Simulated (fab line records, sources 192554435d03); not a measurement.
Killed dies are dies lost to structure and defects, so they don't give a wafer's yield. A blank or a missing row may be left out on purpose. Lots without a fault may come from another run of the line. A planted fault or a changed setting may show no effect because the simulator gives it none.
Split-lot experiment | flow n5_finfet | 7 lots, 21 wafers read, on a route of 1938 steps

THE SPLIT
At N5_BEOL_M9_COAT_60 (time 60 s, resist thk 30 nm), the setting spin_rpm was moved away from the recipe's 1500 rpm on 5 of the 21 wafers read, by -9.6% to +7.3%. The other wafers ran this setting at the recipe's value.

FROM THE SPLIT TO THE READING: what the file shows between them, 4 steps
- N5_BEOL_M9_COAT_05: resist thk 90 nm
- N5_BEOL_M9_EBR_07
- N5_BEOL_M9_DESCUM_16: chemistry O2, time 7.9 s
- N5_BEOL_M9_ETCH_61: etches SiARC in CF4, target depth 39 nm, time 65 s

THE READING
SiARC_of_BEOL_M9_COAT_60.thk_nm (the simulator's own value, which no gauge read), in nm, at N5_BEOL_M9_ETCH_62 (etches SOC in N2/H2, target depth 110 nm, overetch 22 nm, time 165 s). The file gives no usual value for it. The 16 wafers here that ran the recipe average 23.5 nm, standard deviation 0.17 nm.

wafer  | tool, chamber at the split | spin_rpm as run, rpm | against the recipe | SiARC_of_BEOL_M9_COAT_60.thk_nm, nm | against lot-mates on the recipe
L077.2 | litho_track-05, 0          | 1500                 | recipe             | 23.8                                | -
L077.3 | litho_track-05, 0          | 1610                 | +7.3%              | 22.8                                | -0.9
L077.6 | litho_track-05, 0          | 1500                 | recipe             | 23.6                                | -
L076.1 | litho_track-02, 0          | 1500                 | recipe             | 23.4                                | -
L076.6 | litho_track-02, 0          | 1500                 | recipe             | 23.4                                | -
L076.4 | litho_track-02, 0          | 1500                 | recipe             | 23.2                                | -
L082.1 | litho_track-05, 0          | 1356                 | -9.6%              | 25.4                                | +1.8
L082.4 | litho_track-05, 0          | 1500                 | recipe             | 23.4                                | -
L082.5 | litho_track-05, 0          | 1500                 | recipe             | 23.8                                | -
L086.2 | litho_track-05, 0          | 1500                 | recipe             | 23.4                                | -
L086.6 | litho_track-05, 0          | 1500                 | recipe             | 23.4                                | -
L086.3 | litho_track-05, 0          | 1500                 | recipe             | 23.6                                | -
L093.1 | litho_track-05, 0          | 1500                 | recipe             | 23.4                                | -
L093.2 | litho_track-05, 0          | 1500                 | recipe             | 23.6                                | -
L093.6 | litho_track-05, 0          | 1500                 | recipe             | 23.6                                | -
L094.1 | litho_track-02, 0          | 1406                 | -6.3%              | 24.4                                | +0.7
L094.3 | litho_track-02, 0          | 1500                 | recipe             | 23.6                                | -
L094.6 | litho_track-02, 0          | 1500                 | recipe             | 23.8                                | -
L097.2 | litho_track-05, 0          | 1500                 | recipe             | 23.6                                | -
L097.3 | litho_track-05, 0          | 1426                 | -4.9%              | 24                                  | +0.4
L097.5 | litho_track-05, 0          | 1426                 | -4.9%              | 24                                  | +0.4

THE FIT
A straight line over all 21 wafers: SiARC_of_BEOL_M9_COAT_60.thk_nm changes by -0.141 nm for each +1% of spin_rpm; r = -0.91; the points scatter about the line by 0.22 nm.
The same after taking each lot's own level away (the mean of its wafers on the recipe; 21 wafers): -0.138 nm for each +1%; r = -0.93; scatter 0.18 nm.
On that fit, the largest move of spin_rpm shifts the reading by 1.3 nm.
The lots' own levels span 23.33 to 23.70 nm, that is 2.2 times the standard deviation above.
So the lot-to-lot level changes the slope little: the two slopes agree.
Check: with one of the wafers moved furthest among these (-9.6%) left out of the fit, the line predicts +1 nm for it against its lot-mates. It came out at +1.8 nm against them.

OTHER SPLITS ON THESE WAFERS
These wafers also went through other splits before the reading. Each is held against what the fit with the lots' levels taken away leaves over:
other split on the same wafers | wafers away from the commonest value | r with SiARC_of_BEOL_M9_COAT_60.thk_nm (lot level and that fit taken away)
N5_BEOL_M8_EXPOSE_08 dose_mj   | 2                                    | -0.61
N5_BEOL_M9_ILD_DEP_00 time_s   | 7                                    | -0.34

THE WHOLE CHAIN: every reading that the file lists as answering this split, in the file's order
step               | what it does                                                         | reading                                                                            | change (the file's fit)               | r (the file's)
N5_BEOL_M9_COAT_60 | time 60 s, resist thk 30 nm                                          | SiARC_of_BEOL_M9_COAT_60.thk_nm (the simulator's own value, which no gauge read)   | -0.154 nm for each +1% of the setting | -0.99
N5_BEOL_M9_ETCH_61 | etches SiARC in CF4, target depth 39 nm, time 65 s                   | etch.depth_nm (the simulator's own value, which no gauge read)                     | -0.155 nm for each +1% of the setting | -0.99
N5_BEOL_M9_ETCH_61 | etches SiARC in CF4, target depth 39 nm, time 65 s                   | CAR-ArF_of_BEOL_M9_COAT_05.thk_nm (the simulator's own value, which no gauge read) | +0.141 nm for each +1% of the setting | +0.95
N5_BEOL_M9_ETCH_62 | etches SOC in N2/H2, target depth 110 nm, overetch 22 nm, time 165 s | SiARC_of_BEOL_M9_COAT_60.thk_nm (the simulator's own value, which no gauge read)   | -0.144 nm for each +1% of the setting | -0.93

THE FILE'S OWN FIT
SiARC_of_BEOL_M9_COAT_60.thk_nm changes by -0.144 nm for each +1% of spin_rpm, r = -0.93.
